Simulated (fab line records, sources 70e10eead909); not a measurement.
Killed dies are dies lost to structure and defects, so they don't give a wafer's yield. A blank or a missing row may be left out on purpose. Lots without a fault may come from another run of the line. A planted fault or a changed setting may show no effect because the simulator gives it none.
Chamber matching | flow nand_harc | NHARC_A_STAIRCASE_CMP_450 on cmp-04: 4 sister chambers
The step polishes SiO2, target thk 200 nm. 4 wafers are shown with their chamber, then 8 later ones without.

WAFERS WITH THEIR CHAMBER
wafer  | chamber | motor_current_A (A)
L081.2 | 3       | 11.8
L083.3 | 0       | 13.2
L083.6 | 1       | 11.7
L088.2 | 2       | 11.6

WAFERS WITHOUT THEIR CHAMBER
wafer  | motor_current_A (A)
L088.3 | 13.3
L088.6 | 11.1
L087.1 | 10.8
L087.3 | 13.1
L087.4 | 12.1
L093.1 | 11.4
L093.3 | 11.3
L093.4 | 13.3

WHICH CHAMBER EACH WENT THROUGH
wafer  | from the rows above          | in truth
L088.3 | 0                            | 0
L088.6 | can't be placed: 2 or 1 or 3 | 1
L087.1 | can't be placed: 2 or 1 or 3 | 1
L087.3 | 0                            | 0
L087.4 | can't be placed: 3 or 1 or 2 | 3
L093.1 | can't be placed: 2 or 1 or 3 | 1
L093.3 | can't be placed: 2 or 1 or 3 | 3
L093.4 | 0                            | 0
Placed correctly: 3 of 8. Can't be placed from these rows: 5 (the true chamber is among the candidates in 5). Placed wrongly: 0.
How it was worked out, from the rows above alone: a wafer's distance from a chamber is the root of the sum, over the readings, of the square of ((its reading less the chamber's mean) divided by the reading's scatter). The wafer belongs to the nearest chamber; if the next one is less than 2 further off, it can't be placed. A chamber's mean is the mean of its shown wafers. The scatter: with one shown wafer a chamber, the root of the mean of the squares of how far each hidden wafer lies from its nearest shown one.
